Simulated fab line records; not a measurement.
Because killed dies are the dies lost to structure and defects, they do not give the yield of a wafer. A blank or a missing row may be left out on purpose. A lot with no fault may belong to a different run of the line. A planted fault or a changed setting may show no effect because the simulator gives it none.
fab line records -- flow nand_harc
record lots=6, wafers=16, last_day=24
route steps=1159 shown A_SLIT@797 A_SIN_REMOVE@804 A_WL_FILL@809 END@1159
lots that met no fault: from a run of the same line without faults
start_h: start of the lot's first displayed wafer, in hours after the record's first day -- wait_h: hours from the lot's prior step to this one -- " identical to the entry in the row above -- L1.1+2: several wafers, shown together as one row -- - no value, or no start given -- * or withheld: withheld -- < > ~ a bound
route shown NAME@n: a module of which the file shows steps, and the number in the route of the first -- usual: mean/standard deviation taken from wafers without a fault -- same: alike in all rows -- chamber/n: place in a boat -- sites: the reading at each site -- _std_site: their standard deviation -- _edge_site: outer sites' mean less inner sites' -- radius_mm: for every site, how far away it sits from the centre of the wafer -- mask NAME#n: copy n -- behind: tool/chamber where the wafer was last shaped -- hold: what put the lot on hold/how long, in hours/how the hold closed -- device: which transistor (n, p or np) failed to switch -- end of line: the route-end tests of the same wafers -- a step with no rows: only its recipe -- killed: not the wafer's yield, but the dies lost to structure and defects at the first sort -- map: the dies of a wafer, with x for killed, . for not killed, _ for no die there
set.NAME: the setting that was run; set.NAME@STEP: the one run at that earlier step -- model.NAME: the simulator's own value behind a step, which no gauge read
lots seen at some steps along the route; tables by step, rows by wafer
services: from which hour (start_h, from the record's first day; less than 0 if before it) a tool's chamber was out of use, for how many hours, and why
## steps
# step NHARC_A_SLIT_ETCH_26
# recipe bias_v=400, source_w=2000, pressure_mtorr=25, time_s=90, ar_flow_sccm=375, c4f8_flow_sccm=41.7, o2_flow_sccm=83.3, target_depth_a=4000, chemistry=C4F8/O2/Ar
# usual drypump_motor_current_A=5.9/0.3, rf_fwd_power_W=1989/6.4, showerhead_plenum_p_Torr=3.75/0.08, throttle_valve_pct=27.620/0.0089
lot.wafer,tool,chamber,start_h,wait_h,drypump_motor_current_A,rf_fwd_power_W,rf_hours_counter_h,showerhead_plenum_p_Torr,throttle_valve_pct
L520.2,har_etch-02,0,348.17,1.0,5.9,1994,184,3.78,27.629
L520.4,har_etch-02,0,348.17,1.0,5.9,1988,-,3.78,27.621
L520.6,har_etch-02,0,348.17,1.0,5.9,1994,-,3.78,27.613
L527.3,har_etch-02,1,377.51,0.8,5.8,1976,-,3.82,27.631
L527.4,har_etch-02,0,377.51,0.8,5.9,1992,-,3.77,27.625
L527.5,har_etch-02,1,377.51,0.8,5.7,1980,-,3.82,27.627
L532.1,har_etch-02,0,409.33,1.0,5.9,1990,211,3.76,27.638
L532.6,har_etch-02,1,409.33,1.0,5.7,1981,-,3.81,27.624
L534.4,har_etch-01,1,431.45,0.6,6.4,1987,-,3.62,27.622
L534.6,har_etch-01,0,431.45,0.6,5.6,1984,-,3.81,27.623
L538.2,har_etch-02,0,457.03,1.0,5.9,1996,234,3.75,27.620
L538.6,har_etch-02,1,457.03,1.0,5.8,1988,-,3.80,27.614
L538.5,har_etch-02,0,457.03,1.0,5.9,1993,-,3.75,27.610
L537.1,har_etch-01,1,458.45,1.2,6.4,1979,64,3.61,27.637
L537.3,har_etch-01,1,458.45,1.2,6.4,1976,-,3.61,27.629
L537.6,har_etch-01,0,458.45,1.2,5.6,1992,-,3.80,27.622
# step NHARC_A_SLIT_STRIP_28
# recipe o2_flow_sccm=400, cos_flow_sccm=20, ar_flow_sccm=0, bias_w=0, chemistry=O2/COS
# step NHARC_A_SLIT_ETCH_29
# recipe target_depth_a=1000, overetch_a=100, time_s=55, ion_energy_ev=100, cf4_flow_sccm=80, o2_flow_sccm=20, ar_flow_sccm=0, rf_w=300, bias_w=100, chemistry=CF4/O2
# usual bias_w=99.98/0.28, drypump_motor_current_A=5.7/0.38, oes_product_au=1.008/0.015, rf_fwd_power_W=296.7/1.4, rf_vpp_V=197.7/1.2, showerhead_plenum_p_Torr=1.33/0.04, throttle_valve_pct=13.396/0.009
lot.wafer,tool,chamber,start_h,wait_h,bias_w,drypump_motor_current_A,oes_product_au,rf_fwd_power_W,rf_hours_counter_h,rf_vpp_V,showerhead_plenum_p_Torr,throttle_valve_pct
L520.2,rie_diel-02,2,348.76,0.1,99.98,4.9,0.998,297.5,1,198.3,1.39,13.398
L520.4,rie_diel-02,3,348.76,0.1,100.00,5.6,1.016,298.7,1,197.8,1.35,13.397
L520.6,rie_diel-02,2,348.76,0.1,99.92,4.9,1.006,298.6,-,198.4,1.40,13.385
L527.4,rie_diel-05,2,378.07,0.1,99.98,5.7,1.017,298.0,2,195.9,1.25,13.396
L527.3,rie_diel-05,3,378.07,0.1,99.53,6.2,1.014,297.5,3,198.8,1.39,13.397
L527.5,rie_diel-05,0,378.07,0.1,99.90,5.7,1.016,297.6,-,198.4,1.32,13.402
L532.1,rie_diel-02,0,410.42,0.6,99.90,6.2,1.018,297.7,5,198.4,1.34,13.398
L532.6,rie_diel-02,0,410.42,0.6,99.56,6.3,1.011,297.9,-,197.2,1.34,13.403
L534.4,rie_diel-01,3,431.98,0.1,99.52,5.6,1.000,295.2,7,197.0,1.33,13.401
L534.6,rie_diel-01,2,431.98,0.1,99.79,6.0,0.964,296.1,-,195.9,1.25,13.409
L538.2,rie_diel-01,3,457.63,0.1,99.93,5.7,1.000,295.3,9,198.5,1.33,13.416
L538.6,rie_diel-01,0,457.63,0.1,99.16,5.7,1.021,298.4,-,196.9,1.31,13.400
L538.5,rie_diel-01,1,457.63,0.1,99.73,5.3,1.006,294.7,-,197.7,1.35,13.408
L537.1,rie_diel-05,3,459.06,0.1,100.24,6.2,1.005,296.9,10,198.6,1.39,13.397
L537.3,rie_diel-05,2,459.06,0.1,99.83,5.7,1.036,295.7,9,195.2,1.25,13.389
L537.6,rie_diel-05,3,459.06,0.1,100.07,6.2,1.006,297.7,-,197.7,1.39,13.391
# step NHARC_A_SLIT_STRIP_18
# recipe o2_flow_sccm=500, ar_flow_sccm=0, bias_w=0, chemistry=O2
# usual drypump_motor_current_A=5.7/0.4, oes_product_au=1.006/0.016, rf_vpp_V=57.8/0.94, showerhead_plenum_p_Torr=3.52/0.11, throttle_valve_pct=17.036/0.0089
# same bias_w=0
lot.wafer,tool,chamber,start_h,wait_h,drypump_motor_current_A,oes_product_au,rf_hours_counter_h,rf_vpp_V,showerhead_plenum_p_Torr,throttle_valve_pct
L520.4,rie_diel-02,0,-,-,6.2,1.004,1,56.4,3.55,17.046
L520.2,rie_diel-02,1,-,-,6.0,0.977,1,57.1,3.54,17.029
L520.6,rie_diel-02,1,-,-,6.0,0.971,-,57.5,3.54,17.035
L527.3,rie_diel-05,2,-,-,5.7,1.015,2,56.9,3.33,17.049
L527.4,rie_diel-05,3,-,-,6.2,1.013,3,59.2,3.67,17.043
L527.5,rie_diel-05,3,-,-,6.2,1.010,-,56.6,3.67,17.027
L532.1,rie_diel-02,3,-,-,5.6,1.029,4,58.2,3.56,17.041
L532.6,rie_diel-02,2,-,-,4.9,1.005,-,58.0,3.68,17.049
L534.4,rie_diel-01,0,-,-,5.7,1.026,8,59.8,3.48,17.022
L534.6,rie_diel-01,2,-,-,6.0,0.975,-,56.6,3.32,17.023
L538.2,rie_diel-01,3,-,-,5.7,0.996,9,58.1,3.52,17.031
L538.6,rie_diel-01,3,-,-,5.7,1.000,-,57.5,3.52,17.026
L538.5,rie_diel-01,0,-,-,5.7,1.015,-,58.5,3.48,17.027
L537.1,rie_diel-05,0,-,-,5.7,1.022,9,58.3,3.49,17.037
L537.3,rie_diel-05,2,-,-,5.7,1.037,9,58.3,3.32,17.041
L537.6,rie_diel-05,0,-,-,5.8,1.031,-,56.7,3.49,17.028
# step NHARC_A_SLIT_PRECLEAN_19
# recipe time_s=*, temp_c=50, bath_age_min=0, chemistry=SC1
# step NHARC_A_SLIT_SRD_20
# step NHARC_A_SLIT_CD_MEAS_21
# usual cd_nm=289.4/1.3
lot.wafer,tool,chamber,start_h,wait_h,cd_nm
L520.2,cd_sem-03,-,349.29,-,291.6
L520.4,cd_sem-03,-,349.29,-,288.4
L520.6,cd_sem-03,-,349.29,-,291.4
L527.3,cd_sem-01,-,378.62,-,288.9
L527.4,cd_sem-01,-,378.62,-,288.2
L527.5,cd_sem-01,-,378.62,-,289.0
L532.1,cd_sem-03,-,410.96,-,288.1
L532.6,cd_sem-03,-,410.96,-,288.3
L534.4,cd_sem-01,-,432.51,-,288.7
L534.6,cd_sem-01,-,432.51,-,289.1
L538.2,cd_sem-03,-,458.15,-,290.6
L538.5,cd_sem-03,-,458.15,-,289.3
L538.6,cd_sem-03,-,458.15,-,291.1
L537.1,cd_sem-02,-,459.59,-,288.7
L537.3,cd_sem-02,-,459.59,-,287.2
L537.6,cd_sem-02,-,459.59,-,288.9
# step NHARC_A_SIN_REMOVE_WET_00
# recipe temp_c=160, time_s=15300, chemistry=H3PO4
# step NHARC_A_SIN_REMOVE_PRECLEAN_01
# recipe time_s=*, temp_c=50, bath_age_min=0, chemistry=SC1
# step NHARC_A_SIN_REMOVE_SRD_02
# step NHARC_A_SIN_REMOVE_INSPECT_04
# usual raw_defect_count=311/75
lot.wafer,tool,chamber,start_h,wait_h,raw_defect_count
L520.2,defect_inspect-01,-,357.10,0.0,216
L520.4,defect_inspect-01,-,357.10,0.0,208
L520.6,defect_inspect-01,-,357.10,0.0,236
L527.3,defect_inspect-02,-,386.31,0.0,509
L527.4,defect_inspect-02,-,386.31,0.0,340
L527.5,defect_inspect-02,-,386.31,0.0,320
L532.1,defect_inspect-02,-,418.62,0.0,377
L532.6,defect_inspect-02,-,418.62,0.0,374
L534.4,defect_inspect-02,-,440.28,0.0,314
L534.6,defect_inspect-02,-,440.28,0.0,199
L538.2,defect_inspect-02,-,465.67,0.0,306
L538.5,defect_inspect-02,-,465.67,0.0,358
L538.6,defect_inspect-02,-,465.67,0.0,336
L537.1,defect_inspect-02,-,465.69,0.0,261
L537.3,defect_inspect-02,-,465.69,0.0,261
L537.6,defect_inspect-02,-,465.69,0.0,286
# step NHARC_A_WL_FILL_ALD_00
# recipe target_thk_a=30, pulse_time_s=3, ald_cycles=30, temp_c=300, material=Al2O3
# usual ald_cycles=30/0, heater_power_w=474/38, precursor_pulse_height_rel=1.002/0.023
lot.wafer,tool,chamber,start_h,wait_h,ald_cycles,heater_power_w,precursor_pulse_height_rel
L520.4,ald_hk-03,1,357.19,0.1,30,451,1.013
L520.2,ald_hk-03,3,357.19,0.1,30,526,1.015
L520.6,ald_hk-03,0,357.19,0.1,30,503,0.986
L527.4,ald_hk-02,0,386.38,0.1,30,419,0.968
L527.3,ald_hk-02,3,386.38,0.1,30,491,1.039
L527.5,ald_hk-02,0,386.38,0.1,30,419,0.990
L532.1,ald_hk-02,3,418.71,0.1,11,478,1.051
L532.6,ald_hk-02,3,418.71,0.1,11,487,0.996
L534.4,ald_hk-02,3,440.43,0.1,30,489,1.020
L534.6,ald_hk-02,0,440.43,0.1,11,420,0.987
L538.2,ald_hk-03,0,465.73,0.1,30,486,0.964
L538.5,ald_hk-03,0,465.73,0.1,30,504,0.980
L538.6,ald_hk-03,1,465.73,0.1,30,434,0.998
L537.3,ald_hk-03,3,466.09,0.4,30,506,1.015
L537.1,ald_hk-03,1,466.09,0.4,30,434,1.021
L537.6,ald_hk-03,3,466.09,0.4,30,515,1.002
# step NHARC_A_WL_FILL_RTA_01
# recipe temp_c=1000, time_s=5
# usual lamp_power_pct=29.87/0.29, lamp_zone_3_pct=29.87/0.29, wafer_temp_C_max=1003.9/1
lot.wafer,tool,chamber,start_h,wait_h,lamp_power_pct,lamp_zone_3_pct,wafer_temp_C_max
L520.2,rtp_anneal-02,0,357.45,-,29.62,29.63,1003.4
L520.4,rtp_anneal-02,0,357.45,-,29.68,29.66,1003.6
L520.6,rtp_anneal-02,0,357.45,-,29.66,29.67,1003.7
L527.3,rtp_anneal-01,0,386.86,0.3,30.23,30.25,1005.8
L527.4,rtp_anneal-01,0,386.86,0.3,30.18,30.21,1004.9
L527.5,rtp_anneal-01,0,386.86,0.3,30.24,30.26,1004.7
L532.1,rtp_anneal-01,0,418.94,-,30.33,30.25,1004.5
L532.6,rtp_anneal-01,0,418.94,-,30.26,30.24,1004.8
L534.4,rtp_anneal-01,0,440.87,-,30.25,30.27,1004.4
L534.6,rtp_anneal-01,0,440.87,-,30.26,30.21,1003.3
L538.2,rtp_anneal-02,0,466.02,-,29.67,29.63,1003.5
L538.5,rtp_anneal-02,0,466.02,-,29.62,29.64,1003.7
L538.6,rtp_anneal-02,0,466.02,-,29.60,29.62,1003.7
L537.1,rtp_anneal-02,0,466.33,-,29.67,29.67,1003.2
L537.3,rtp_anneal-02,0,466.33,-,29.68,29.60,1003.0
L537.6,rtp_anneal-02,0,466.33,-,29.65,29.67,1003.1
# step NHARC_END_SORT_01
# recipe temp_c=25
# usual killed_at_array=27/10, killed_at_other=0.6/0.83, killed_at_periphery=2.4/1.8, killed_dies=30/10, killed_open=3.3/1.7, killed_short=1.8/1.4
# same gross_dies=677
lot.wafer,tool,chamber,start_h,wait_h,killed_at_array,killed_at_other,killed_at_periphery,killed_dies,killed_open,killed_short
L537.1,prober-02,0,578.55,2.5,12,0,5,17,2,1
L537.3,prober-02,0,580.14,3.1,20,3,3,26,4,1
L537.6,prober-02,0,582.53,4.0,17,1,6,24,6,0
# killed by level:class
L537.1 A_CHANNEL_HOLE_D1:chamber_film_flake=6 A_SGD_CUT:chamber_film_flake=3 A_STAIRCASE:chamber_film_flake=2 P_GATE:geometric_particle:open=1 P_CONTACT:geometric_particle:open=1 P_CONTACT:geometric_particle:short=1 P_GATE:chamber_film_flake=1 P_M2:chamber_film_flake=1
L537.3 A_CHANNEL_HOLE_D1:chamber_film_flake=6 A_SLIT:chamber_film_flake=3 A_CONTACT:chamber_film_flake=3 THIN_TSV:chamber_film_flake=3 P_M2:chamber_film_flake=2 A_STAIRCASE:chamber_film_flake=2 A_SLIT:geometric_particle:open=1 A_WL_FILL:geometric_particle:short=1
L537.6 A_CHANNEL_HOLE_D1:chamber_film_flake=7 P_M2:chamber_film_flake=4 P_CONTACT:geometric_particle:open=2 A_STAIRCASE:chamber_film_flake=2 A_SGD_CUT:chamber_film_flake=2 A_ONON_D1:geometric_particle:open=1 A_CHANNEL_FILL_D1:geometric_particle:open=1 A_SGD_CUT:geometric_particle:open=1
## services
tool,chamber,start_h,hours,kind
rie_diel-02,-,327.84,9.0,pm
rie_diel-05,-,340.60,9.0,pm
rie_diel-05,0,340.60,9.0,vent_cycle
rie_diel-05,1,340.60,9.0,vent_cycle
rie_diel-05,2,340.60,9.0,vent_cycle
rie_diel-05,3,340.60,9.0,vent_cycle
rie_diel-05,0,349.60,-,clean
rie_diel-05,1,349.60,-,clean
rie_diel-05,2,349.60,-,clean
rie_diel-05,3,349.60,-,clean
har_etch-01,-,361.13,4.0,repair
rie_diel-05,0,374.10,-,clean
rie_diel-05,1,374.10,-,clean
rie_diel-05,2,374.10,-,clean
rie_diel-05,3,374.10,-,clean
rie_diel-05,0,398.60,-,clean
rie_diel-05,1,398.60,-,clean
rie_diel-05,2,398.60,-,clean
rie_diel-05,3,398.60,-,clean
rie_diel-02,3,398.72,3.2,repair
rie_diel-05,3,405.83,1.6,repair
rie_diel-02,2,413.32,14.5,repair
ald_hk-02,-,458.14,10.0,pm
rie_diel-01,3,462.92,6.4,repair
## key
first_sign step=NHARC_A_WL_FILL_ALD_00, reading=ald_cycles, direction=down, sigmas=99+, usual=30, struck=11
effect none on later readings
met_at NHARC_A_WL_FILL_ALD_00
struck_wafers L532.1,L532.6,L534.6
tester_left_out L532,L534
onset_between 386.38 418.71
fault kind=process_parameter_drift, tool=ald_hk-02, chamber=-, onset_h=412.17, steps=NHARC_A_WL_FILL_ALD_00, channel=ald_cycles, offset=-19, shape=step, end_h=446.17, scope=struck_wafers_only, acts_in=these_recipes_only, stated=30
# tester_left_out: of these lots the tester's yield and bins aren't shown, on N5 and GAA mostly nor the transistor test; their killed dies are dies lost to structure and defects alone, not to doping, threshold or leakage, so they don't give the yield
